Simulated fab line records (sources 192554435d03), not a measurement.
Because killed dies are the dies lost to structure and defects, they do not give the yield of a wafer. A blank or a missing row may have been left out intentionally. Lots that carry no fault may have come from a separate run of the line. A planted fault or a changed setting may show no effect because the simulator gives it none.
fab line records    flow n5-finfet
[record] lots = 6  wafers = 18  last-day = 19
route steps=1938 shown WELL_APT@43 BEOL_M4@1111 PASSIVATION@1936
lots untouched by any fault: they come from a run of this same line in which no faults occurred
start-h: hours from the record's opening day to when the first of the lot's shown wafers began    wait-h: how many hours have passed since the lot's step before this one    " unchanged from the row above    L1.1+2: several wafers, shown together as one row    - no value present, or no start provided    * or withheld: withheld    < > ~ a bound
route shown NAME@n: names a module that has steps shown in the file, with the first one's number in the route    usual: the fault-free wafers' mean and standard deviation    same: alike in all rows    chamber/n: place in a boat    sites: the reading at each site    _std_site: the values' standard deviation    _edge_site: the outer-site mean with the inner-site mean subtracted    radius-mm: for every site, how far away it sits from the centre of the wafer    mask NAME#n: copy n    behind: the tool/chamber that last shaped the wafer    hold: reason for holding the lot/hours on hold/outcome of the hold    device: names the non-switching transistor (n, p or np)    end of line: tests of these same wafers at the route's end    step lacking rows: just its recipe    killed: dies lost to structure and defects at the first sort, not the wafer's yield    map: per-die view of a wafer (x killed, . not killed, _ where there is no die)
set.NAME: the run value of the setting; set.NAME@STEP: its run value at that earlier step    model.NAME: the simulator's own value behind a step, which no gauge read
a table for each step, a row for each wafer; lots at some steps of the route
services: when a tool's chamber went out of use (start-h, in hours from the record's first day, below 0 if earlier), for how many hours, and the reason
[[steps]]
[step N5_WELL_APT_CD_MEAS_25]
[recipe] target-cd-nm = 200  landing-energy-ev = 500  detector = se-inlens
[usual] cd-nm = 199.6/1.5
lot.wafer  tool       chamber  start-h  wait-h  cd-nm
L672.2     cd-sem-01  0        27.73    -       202.8
L672.3     "          0        "        "       200.1
L672.4     "          0        "        "       200.9
L679.2     cd-sem-03  0        68.84    -       201.2
L679.4     "          0        "        "       199.6
L679.6     "          0        "        "       200.2
L680.3     cd-sem-02  0        74.86    -       199.1
L680.4     "          0        "        "       196.6
L680.6     "          0        "        "       197.9
L689.1     cd-sem-02  0        129.08   -       198.7
L689.2     "          0        "        "       198.6
L689.4     "          0        "        "       199.1
L692.4     cd-sem-02  0        146.71   -       199.5
L692.5     "          0        "        "       200.1
L692.6     "          0        "        "       199.8
L693.1     cd-sem-03  0        152.80   -       198.5
L693.3     "          0        "        "       201.1
L693.5     "          0        "        "       197.9
[step N5_WELL_APT_OVL_MEAS_26]
[recipe] points-per-wafer = 44
[usual] PWELL_OVL = 2/5.2
lot.wafer  tool        chamber  start-h  wait-h  PWELL_OVL[nm]
L672.2     overlay-01  0        27.76    0.0     3
L672.3     "           0        "        "       9
L672.4     "           0        "        "       15
L679.2     overlay-01  0        68.87    0.0     1
L679.4     "           0        "        "       -1
L679.6     "           0        "        "       -1
L680.3     overlay-02  0        74.89    0.0     4
L680.4     "           0        "        "       6
L680.6     "           0        "        "       7
L689.1     overlay-02  0        129.11   0.0     -3
L689.2     "           0        "        "       0
L689.4     "           0        "        "       -1
L692.4     overlay-01  0        146.73   0.0     -8
L692.5     "           0        "        "       2
L692.6     "           0        "        "       4
L693.1     overlay-02  0        152.83   0.0     -2
L693.3     "           0        "        "       -3
L693.5     "           0        "        "       -1
[step N5_WELL_APT_INSPECT_27]
[recipe] mode = adi  inspect-instrument = macro
[usual] raw-defect-count = 2.0/1.4
lot.wafer  tool               chamber  start-h  wait-h  raw-defect-count
L672.2     defect-inspect-02  -        27.78    0.0     1
L672.3     "                  -        "        "       2
L672.4     "                  -        "        "       4
L679.2     defect-inspect-01  -        68.89    0.0     0
L679.4     "                  -        "        "       3
L679.6     "                  -        "        "       0
L680.3     defect-inspect-02  -        74.91    0.0     2
L680.4     "                  -        "        "       1
L680.6     "                  -        "        "       1
L689.1     defect-inspect-02  -        129.13   0.0     1
L689.2     "                  -        "        "       2
L689.4     "                  -        "        "       2
L692.4     defect-inspect-01  -        146.76   0.0     2
L692.5     "                  -        "        "       0
L692.6     "                  -        "        "       2
L693.1     defect-inspect-02  -        152.86   0.0     2
L693.3     "                  -        "        "       4
L693.5     "                  -        "        "       0
[step N5_WELL_APT_DESCUM_30]
[recipe] chemistry = O2  time-s = 7.9  source-power-w = 50  bias-power-w = 20  pressure-mtorr = 20  rf-frequency-hz = 2.712e+07  temp-c = 40  o2-flow-sccm = 225
[usual] drypump-motor-current-A = 5.9/0.36  oes-product-au = 0.79/0.085  rf-vpp-V = 243.2/1.7  showerhead-plenum-p-Torr = 2.09/0.1  throttle-valve-pct = 20.34/0.16
[same] time-s = 7.9
lot.wafer  tool         chamber  start-h  wait-h  drypump-motor-current-A  oes-product-au  rf-hours-counter-h  rf-vpp-V  showerhead-plenum-p-Torr  throttle-valve-pct
L672.2     rie-diel-02  3        28.17    0.4     5.9                      0.78            130                 243.6     2.19                      20.15
L672.3     "            0        "        "       5.3                      0.70            247                 241.2     1.97                      20.45
L672.4     "            1        "        "       5.5                      0.90            -                   245.5     2.22                      20.22
L679.2     rie-diel-05  1        68.92    0.0     5.4                      0.79            102                 242.0     1.93                      20.45
L679.4     "            3        "        "       6.3                      0.73            -                   243.9     2.17                      20.58
L679.6     "            1        "        "       5.4                      0.80            -                   241.0     1.93                      20.46
L680.3     rie-diel-05  1        75.58    0.7     5.4                      0.79            103                 240.3     1.93                      20.45
L680.4     "            2        "        "       5.8                      0.68            239                 241.5     1.98                      20.68
L680.6     "            1        "        "       5.4                      0.79            -                   241.5     1.93                      20.46
L689.1     rie-diel-02  1        129.16   0.0     5.4                      0.84            65                  246.1     2.21                      20.29
L689.2     "            0        "        "       5.3                      0.90            21                  246.4     2.23                      20.12
L689.4     "            3        "        "       5.9                      0.75            170                 244.1     2.17                      20.19
L692.4     rie-diel-04  2        146.79   0.0     6.1                      0.89            45                  242.2     2.03                      20.49
L692.5     "            1        "        "       6.1                      0.74            -                   242.4     1.98                      20.23
L692.6     "            2        "        "       6.1                      0.88            -                   243.3     2.03                      20.50
L693.1     rie-diel-02  1        152.89   0.0     5.4                      0.82            73                  244.1     2.21                      20.31
L693.3     "            2        "        "       6.4                      0.68            236                 241.8     2.06                      20.57
L693.5     "            2        "        "       6.4                      0.68            -                   242.2     2.06                      20.55
[step N5_WELL_APT_IMPLANT_31]
[recipe] species = B  energy-kev = 60  dose-cm2 = 1.5e+13  tilt-deg = 0  rotation-deg = 0
[step N5_WELL_APT_IMPLANT_32]
[recipe] species = BF2  energy-kev = 50  dose-cm2 = 2e+13  tilt-deg = 0  rotation-deg = 0
[step N5_WELL_APT_STRIP_33]
[recipe] chemistry = SPM  time-s = 900  temp-c = 130  h2so4-h2o2-vol-ratio = 4  dry = ipa-marangoni
[step N5_WELL_APT_RTA_34]
[recipe] temp-c = 1000  time-s = 10  ambient = N2  idle-temp-c = 600  ramp-up-c-per-s = 150  ramp-down-c-per-s = 60  cool-to-c = 600
[usual] lamp-power-pct = 13.01/0.051  lamp_zone_1_pct = 13.00/0.039  lamp_zone_3_pct = 13.00/0.032  lamp_zone_4_pct = 13.00/0.033  wafer_temp_C_max = 1003.6/1
[same] time-s = 10
lot.wafer  tool           chamber  start-h  wait-h  lamp-power-pct  lamp_zone_1_pct  lamp_zone_3_pct  lamp_zone_4_pct  wafer_temp_C_max
L672.2     rtp-anneal-02  0        28.95    0.0     13.07           13.02            12.99            12.99            1002.6
L672.3     "              0        "        "       12.98           12.97            13.02            13.01            1002.6
L672.4     "              0        "        "       13.05           13.06            13.03            12.98            1001.9
L679.2     rtp-anneal-02  0        69.73    0.0     12.99           12.99            13.06            13.05            1004.2
L679.4     "              0        "        "       13.00           12.99            12.94            13.04            1003.3
L679.6     "              0        "        "       13.00           12.99            13.02            12.97            1005.0
L680.3     rtp-anneal-01  0        76.45    0.1     12.91           12.96            12.99            13.04            1002.5
L680.4     "              0        "        "       13.08           13.05            13.05            12.98            1004.1
L680.6     "              0        "        "       12.98           13.02            13.01            13.06            1003.1
L689.1     rtp-anneal-01  0        129.95   0.0     13.00           12.98            13.04            13.03            1003.5
L689.2     "              0        "        "       13.00           13.06            13.03            12.99            1003.3
L689.4     "              0        "        "       13.10           13.08            12.94            12.98            1003.9
L692.4     rtp-anneal-01  0        147.87   0.3     12.98           13.11            13.01            13.02            1003.0
L692.5     "              0        "        "       12.99           13.04            13.05            12.99            1001.3
L692.6     "              0        "        "       13.06           13.02            13.01            13.02            1002.5
L693.1     rtp-anneal-01  0        153.65   0.0     13.10           13.00            12.95            13.01            1003.3
L693.3     "              0        "        "       12.98           12.96            12.95            13.05            1004.9
L693.5     "              0        "        "       13.07           12.93            12.99            12.99            1003.9
[step N5_WELL_APT_OXIDE_STRIP_42]
[recipe] chemistry = dHF  dilution = 25:1  time-s = 45  temp-c = 25  target = SiO2  target-depth-a = 120
[step N5_WELL_APT_PRECLEAN_36]
[recipe] chemistry = O3/DIW  time-s = 45  temp-c = 22  o3-ppm = 10
[step N5_WELL_APT_PRECLEAN_39]
[recipe] chemistry = dHF  time-s = 60  dilution = 150:1  temp-c = 25
[step N5_WELL_APT_SRD_37]
[recipe] dry = ipa-marangoni  do-ppb = 5  time-s = 30  temp-c = 23  rinse-liquid = diw
[step N5_WELL_APT_EPI_41]
[recipe] material = Si  target-thk-a = 500  temp-c = 650  precursor = SiH4/H2  pressure-torr = 20  time-s = 297.7
[usual] chamber-pressure-Torr = 20.00/0.04  lamp-inner-pct = 15.4/1.9  throttle-valve-pct = 11.4/0.51  time-s = 297.7/0
lot.wafer  tool          chamber  start-h  wait-h  chamber-pressure-Torr  lamp-inner-pct  throttle-valve-pct  time-s
L672.2     epi-rpcvd-02  0        29.27    0.1     20.05                  17.2            11.5                297.7
L672.3     "             0        "        "       20.07                  17.2            11.5                297.7
L672.4     "             0        "        "       19.97                  17.4            11.3                297.7
L679.2     epi-rpcvd-01  -        70.08    0.2     -                      -               -                   -
L679.4     "             -        "        "       -                      -               -                   -
L679.6     "             -        "        "       -                      -               -                   -
L680.3     epi-rpcvd-02  -        76.86    0.2     -                      -               -                   -
L680.4     "             -        "        "       -                      -               -                   -
L680.6     "             -        "        "       -                      -               -                   -
L689.1     epi-rpcvd-01  0        130.19   0.0     20.01                  14.9            12.3                297.7
L689.2     "             0        "        "       20.04                  14.8            11.9                297.7
L689.4     "             0        "        "       20.01                  14.9            11.8                297.7
L692.4     epi-rpcvd-02  0        148.35   0.3     20.01                  17.1            11.5                297.7
L692.5     "             0        "        "       19.93                  17.1            11.3                297.7
L692.6     "             0        "        "       20.01                  17.1            11.5                297.7
L693.1     epi-rpcvd-01  0        153.89   0.0     20.05                  14.6            11.9                297.7
L693.3     "             0        "        "       19.98                  14.7            11.8                297.7
L693.5     "             0        "        "       19.95                  15.0            11.8                297.7
[step N5_WELL_APT_INSPECT_38]
[recipe] inspect-instrument = darkfield  mode = post-epi
[usual] raw-defect-count = 14/4.9
lot.wafer  tool               chamber  start-h  wait-h  raw-defect-count
L672.2     defect-inspect-02  -        29.81    0.4     21
L672.3     "                  -        "        "       24
L672.4     "                  -        "        "       14
L679.2     defect-inspect-01  -        70.78    0.6     7
L679.4     "                  -        "        "       2
L679.6     "                  -        "        "       9
L680.3     defect-inspect-02  -        77.32    0.4     4
L680.4     "                  -        "        "       4
L680.6     "                  -        "        "       12
L689.1     defect-inspect-01  -        130.84   0.6     8
L689.2     "                  -        "        "       7
L689.4     "                  -        "        "       12
L692.4     defect-inspect-02  -        148.69   0.2     26
L692.5     "                  -        "        "       23
L692.6     "                  -        "        "       8
L693.1     defect-inspect-01  -        154.53   0.5     16
L693.3     "                  -        "        "       8
L693.5     "                  -        "        "       10
[step N5_BEOL_M4_RC_MEAS_101]
[usual] DIBL_N = 35.9/1.3  DIBL_P = 35.9/1.5  IOFF_N = 0.152/0.023  IOFF_P = 0.204/0.027  ION_N = 673/9.2  ION_P = 462/6.7  SS_N = 71.4/0.48  SS_P = 73.2/0.55  VT_N = 250.3/2.6  VT_P = -250.6/3
lot.wafer  tool       chamber  start-h  wait-h  DIBL_N[mV/V]  DIBL_P[mV/V]  IOFF_N[nA/um]  IOFF_P[nA/um]  ION_N[uA/um]  ION_P[uA/um]  SS_N[mV/dec]  SS_P[mV/dec]  VT_N[mV]  VT_P[mV]
L672.2     prober-02  0        188.53   0.2     35.0          36.3          0.157          0.219          679           465           71.6          73.4          252.0     -250.1
L672.3     "          0        "        "       36.1          37.1          0.171          0.237          681           474           72.2          73.2          247.4     -248.6
L672.4     "          0        "        "       36.8          38.3          0.189          0.255          680           469           72.4          73.5          245.9     -247.0
L689.1     prober-01  0        305.26   0.0     35.4          35.3          0.154          0.214          675           465           71.7          73.1          248.0     -249.2
L689.2     "          0        "        "       36.3          36.9          0.172          0.224          682           472           72.2          73.2          248.7     -248.2
L689.4     "          0        "        "       35.1          35.6          0.152          0.211          676           466           71.2          73.2          249.4     -248.7
L692.4     prober-01  0        332.40   0.5     36.9          34.6          0.139          0.201          657           458           71.7          73.5          253.3     -251.9
L692.5     "          0        "        "       36.5          35.2          0.141          0.211          654           458           71.0          73.9          253.8     -252.1
L692.6     "          0        "        "       38.6          37.2          0.187          0.241          672           462           71.9          74.0          249.5     -250.9
L693.1     prober-02  0        334.64   0.0     37.9          37.5          0.177          0.282          669           468           72.8          72.9          250.0     -243.7
L693.3     "          0        "        "       34.3          32.7          0.112          0.196          658           464           71.4          71.8          255.1     -245.7
L693.5     "          0        "        "       36.2          35.5          0.143          0.233          660           462           71.5          72.5          252.8     -244.6
[step N5_PASSIVATION_PROBE_49]
[usual] defect-limited-yield = 91.0/1.5  killed_at_M0_to_M3 = 37/12  killed_at_M4_up = 13/5  killed-at-contacts = 13/6.1  killed-at-front-end = 39/11  killed-at-other = 4/3.2  killed-dies = 106/17  killed-on-rim = 13/4.2  killed-open = 69/12  killed-short = 35/7.9  sort_bin_5_function = 5.3/1  sort_bin_6_memory = 3.3/0.68  sort-n-pass = 1074/17  sort-yield-pct = 91.0/1.5
[same] gross-dies = 1180  killed-at-back-side = 0  sort_bin_4_leakage[%] = 0  sort_bin_8_speed[%] = 0
lot.wafer  tool       chamber  start-h  wait-h  defect-limited-yield[%]  killed_at_M0_to_M3  killed_at_M4_up  killed-at-contacts  killed-at-front-end  killed-at-other  killed-dies  killed-on-rim  killed-open  killed-short  sort_bin_5_function[%]  sort_bin_6_memory[%]  sort-n-pass  sort-yield-pct[%]
L680.3     prober-01  -        361.55   0.1     0                        8                   2                2                   1168                 0                1180         152            13           6             72.0                    3.2                   0            0
L680.4     prober-01  -        361.60   0.2     0                        7                   1                2                   1167                 3                1180         152            14           6             75.4                    3.0                   0            0
L680.6     prober-01  -        361.70   0.3     0                        8                   3                2                   1167                 0                1180         152            12           7             74.6                    3.1                   0            0
L679.2     prober-02  -        374.94   0.1     0                        14                  2                1                   1162                 1                1180         152            18           12            74.9                    2.5                   0            0
L679.4     prober-02  -        375.04   0.2     0                        15                  0                2                   1159                 4                1180         152            14           14            69.8                    3.3                   0            0
L679.6     prober-02  -        375.14   0.3     0                        3                   2                2                   1173                 0                1180         152            10           12            74.1                    2.7                   0            0
// killed by level:class
L680.3 PMOS_HMC_CHANNEL_EPI:lost-pattern=1157 WELL_APT:area-epi=4 FIN_SAQP:geometric-particle:open=2 MOL_CONTACT_COAG:geometric-particle:open=2 BEOL_M0_SAQP:geometric-particle:short=2 BEOL_M2:geometric-particle:open=2 BEOL_M3:geometric-particle:short=2 BEOL_M1:geometric-particle:open=1
L680.4 PMOS_HMC_CHANNEL_EPI:lost-pattern=1156 BEOL_M0_SAQP:geometric-particle:short=4 WELL_APT:area-epi=4 FIN_SAQP:geometric-particle:open=3 MOL_CONTACT_COAG:geometric-particle:open=2 BEOL_M0_SAQP:geometric-particle:open=2 PASS1_CAP:geometric-particle:open=2 FIN_SAQP:geometric-particle:short=1
L680.6 PMOS_HMC_CHANNEL_EPI:lost-pattern=1156 WELL_APT:area-epi=5 FIN_SAQP:geometric-particle:open=3 BEOL_M0_SAQP:geometric-particle:open=3 BEOL_M0_SAQP:geometric-particle:short=3 GATE_CUT:geometric-particle:short=2 BEOL_M8:geometric-particle:open=2 STI_FIN_REVEAL:geometric-particle:short=1
L679.2 PMOS_HMC_CHANNEL_EPI:lost-pattern=1149 BEOL_M3:geometric-particle:open=6 FIN_SAQP:geometric-particle:open=4 BEOL_M0_SAQP:geometric-particle:short=3 STI_FIN_REVEAL:geometric-particle:short=2 STI_FIN_REVEAL:geometric-particle:open=2 BEOL_M0_SAQP:geometric-particle:open=2 ILD0:geometric-particle:short=1
L679.4 PMOS_HMC_CHANNEL_EPI:lost-pattern=1149 BEOL_M0_SAQP:geometric-particle:short=6 BEOL_M0_SAQP:geometric-particle:open=3 PASS1_DEP:geometric-particle:short=3 WELL_APT:area-epi=3 FIN_SAQP:geometric-particle:short=2 FIN_SAQP:geometric-particle:open=2 STI_FIN_REVEAL:geometric-particle:open=2
L679.6 PMOS_HMC_CHANNEL_EPI:lost-pattern=1155 FIN_SAQP:geometric-particle:short=3 GATE_CUT:geometric-particle:short=3 WELL_APT:area-epi=3 ILD0:geometric-particle:open=2 GATE_CUT:geometric-particle:open=2 BEOL_M4:geometric-particle:short=2 FIN_SAQP:geometric-particle:open=1
// map L679.2 (x killed, . not)
_________________xxxxxxxxxxxx________________
______________xxxxxxxxxxxxxxxxxx_____________
___________xxxxxxxxxxxxxxxxxxxxxxxx__________
__________xxxxxxxxxxxxxxxxxxxxxxxxxx_________
________xxxxxxxxxxxxxxxxxxxxxxxxxxxxxx_______
_______xxxxxxxxxxxxxxxxxxxxxxxxxxxxxxxx______
______xxxxxxxxxxxxxxxxxxxxxxxxxxxxxxxxxx_____
_____xxxxxxxxxxxxxxxxxxxxxxxxxxxxxxxxxxxx____
____xxxxxxxxxxxxxxxxxxxxxxxxxxxxxxxxxxxxxx___
___xxxxxxxxxxxxxxxxxxxxxxxxxxxxxxxxxxxxxxxx__
___xxxxxxxxxxxxxxxxxxxxxxxxxxxxxxxxxxxxxxxx__
__xxxxxxxxxxxxxxxxxxxxxxxxxxxxxxxxxxxxxxxxxx_
__xxxxxxxxxxxxxxxxxxxxxxxxxxxxxxxxxxxxxxxxxx_
_xxxxxxxxxxxxxxxxxxxxxxxxxxxxxxxxxxxxxxxxxxxx
_xxxxxxxxxxxxxxxxxxxxxxxxxxxxxxxxxxxxxxxxxxxx
_xxxxxxxxxxxxxxxxxxxxxxxxxxxxxxxxxxxxxxxxxxxx
_xxxxxxxxxxxxxxxxxxxxxxxxxxxxxxxxxxxxxxxxxxxx
_xxxxxxxxxxxxxxxxxxxxxxxxxxxxxxxxxxxxxxxxxxxx
_xxxxxxxxxxxxxxxxxxxxxxxxxxxxxxxxxxxxxxxxxxxx
_xxxxxxxxxxxxxxxxxxxxxxxxxxxxxxxxxxxxxxxxxxxx
_xxxxxxxxxxxxxxxxxxxxxxxxxxxxxxxxxxxxxxxxxxxx
__xxxxxxxxxxxxxxxxxxxxxxxxxxxxxxxxxxxxxxxxxx_
__xxxxxxxxxxxxxxxxxxxxxxxxxxxxxxxxxxxxxxxxxx_
___xxxxxxxxxxxxxxxxxxxxxxxxxxxxxxxxxxxxxxxx__
___xxxxxxxxxxxxxxxxxxxxxxxxxxxxxxxxxxxxxxxx__
____xxxxxxxxxxxxxxxxxxxxxxxxxxxxxxxxxxxxxx___
_____xxxxxxxxxxxxxxxxxxxxxxxxxxxxxxxxxxxx____
______xxxxxxxxxxxxxxxxxxxxxxxxxxxxxxxxxx_____
_______xxxxxxxxxxxxxxxxxxxxxxxxxxxxxxxx______
________xxxxxxxxxxxxxxxxxxxxxxxxxxxxxx_______
__________xxxxxxxxxxxxxxxxxxxxxxxxxx_________
___________xxxxxxxxxxxxxxxxxxxxxxxx__________
______________xxxxxxxxxxxxxxxxxx_____________
_________________xxxxxxxxxxxx________________
// map L680.3 (x killed, . not)
_________________xxxxxxxxxxxx________________
______________xxxxxxxxxxxxxxxxxx_____________
___________xxxxxxxxxxxxxxxxxxxxxxxx__________
__________xxxxxxxxxxxxxxxxxxxxxxxxxx_________
________xxxxxxxxxxxxxxxxxxxxxxxxxxxxxx_______
_______xxxxxxxxxxxxxxxxxxxxxxxxxxxxxxxx______
______xxxxxxxxxxxxxxxxxxxxxxxxxxxxxxxxxx_____
_____xxxxxxxxxxxxxxxxxxxxxxxxxxxxxxxxxxxx____
____xxxxxxxxxxxxxxxxxxxxxxxxxxxxxxxxxxxxxx___
___xxxxxxxxxxxxxxxxxxxxxxxxxxxxxxxxxxxxxxxx__
___xxxxxxxxxxxxxxxxxxxxxxxxxxxxxxxxxxxxxxxx__
__xxxxxxxxxxxxxxxxxxxxxxxxxxxxxxxxxxxxxxxxxx_
__xxxxxxxxxxxxxxxxxxxxxxxxxxxxxxxxxxxxxxxxxx_
_xxxxxxxxxxxxxxxxxxxxxxxxxxxxxxxxxxxxxxxxxxxx
_xxxxxxxxxxxxxxxxxxxxxxxxxxxxxxxxxxxxxxxxxxxx
_xxxxxxxxxxxxxxxxxxxxxxxxxxxxxxxxxxxxxxxxxxxx
_xxxxxxxxxxxxxxxxxxxxxxxxxxxxxxxxxxxxxxxxxxxx
_xxxxxxxxxxxxxxxxxxxxxxxxxxxxxxxxxxxxxxxxxxxx
_xxxxxxxxxxxxxxxxxxxxxxxxxxxxxxxxxxxxxxxxxxxx
_xxxxxxxxxxxxxxxxxxxxxxxxxxxxxxxxxxxxxxxxxxxx
_xxxxxxxxxxxxxxxxxxxxxxxxxxxxxxxxxxxxxxxxxxxx
__xxxxxxxxxxxxxxxxxxxxxxxxxxxxxxxxxxxxxxxxxx_
__xxxxxxxxxxxxxxxxxxxxxxxxxxxxxxxxxxxxxxxxxx_
___xxxxxxxxxxxxxxxxxxxxxxxxxxxxxxxxxxxxxxxx__
___xxxxxxxxxxxxxxxxxxxxxxxxxxxxxxxxxxxxxxxx__
____xxxxxxxxxxxxxxxxxxxxxxxxxxxxxxxxxxxxxx___
_____xxxxxxxxxxxxxxxxxxxxxxxxxxxxxxxxxxxx____
______xxxxxxxxxxxxxxxxxxxxxxxxxxxxxxxxxx_____
_______xxxxxxxxxxxxxxxxxxxxxxxxxxxxxxxx______
________xxxxxxxxxxxxxxxxxxxxxxxxxxxxxx_______
__________xxxxxxxxxxxxxxxxxxxxxxxxxx_________
___________xxxxxxxxxxxxxxxxxxxxxxxx__________
______________xxxxxxxxxxxxxxxxxx_____________
_________________xxxxxxxxxxxx________________
[[services]]
tool          chamber  start-h  hours  kind
rie-diel-04   2        4.25     -      clean
rie-diel-04   2        4.25     -      consumable-replace:focus-ring
rie-diel-04   2        4.25     30.9   scheduled-down
rie-diel-04   2        4.25     30.9   vent-cycle
rie-diel-02   -        4.31     1.0    repair
epi-rpcvd-02  -        17.82    2.8    repair
epi-rpcvd-01  -        22.33    8.1    pm
rie-diel-02   2        26.16    26.8   repair
rie-diel-05   3        33.07    9.2    repair
rie-diel-04   0        35.14    -      clean
rie-diel-02   0        52.92    -      clean
rie-diel-02   0        52.92    -      consumable-replace:focus-ring
rie-diel-02   0        52.92    -      consumable-replace:showerhead
rie-diel-02   0        52.92    17.0   scheduled-down
rie-diel-02   0        52.92    17.0   vent-cycle
rie-diel-05   2        60.80    8.2    repair
rie-diel-02   -        85.35    0.4    repair
epi-rpcvd-01  -        98.01    2.8    pm
rie-diel-05   2        108.52   -      clean
rie-diel-05   2        108.52   -      consumable-replace:focus-ring
rie-diel-05   2        108.52   -      consumable-replace:showerhead
rie-diel-05   2        108.52   29.3   scheduled-down
rie-diel-05   2        108.52   29.3   vent-cycle
rie-diel-02   2        113.74   6.6    repair
[[key]]
[first-sign] step = N5_WELL_APT_EPI_41  reading = tool-record  direction = missing
[effect] step = N5_PASSIVATION_PROBE_49  reading = killed-at-front-end  direction = up  sigmas = 99+  usual = 39  struck = 1166
met-at N5_WELL_APT_EPI_41
struck-wafers L679.2,L679.4,L679.6,L680.3,L680.4,L680.6
later-rows-left-out L679.2,L679.4,L679.6,L680.3,L680.4,L680.6
onset-between 29.27 70.08
[fault] kind = skipped-step-whole  tool = epi-rpcvd-01,epi-rpcvd-02  chamber = -  onset-h = 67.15  steps = N5_WELL_APT_EPI_41  scope = struck-lots-only
// later-rows-left-out: the simulator's readings of these wafers behind a module that went badly wrong aren't trusted and aren't shown, but for the sort
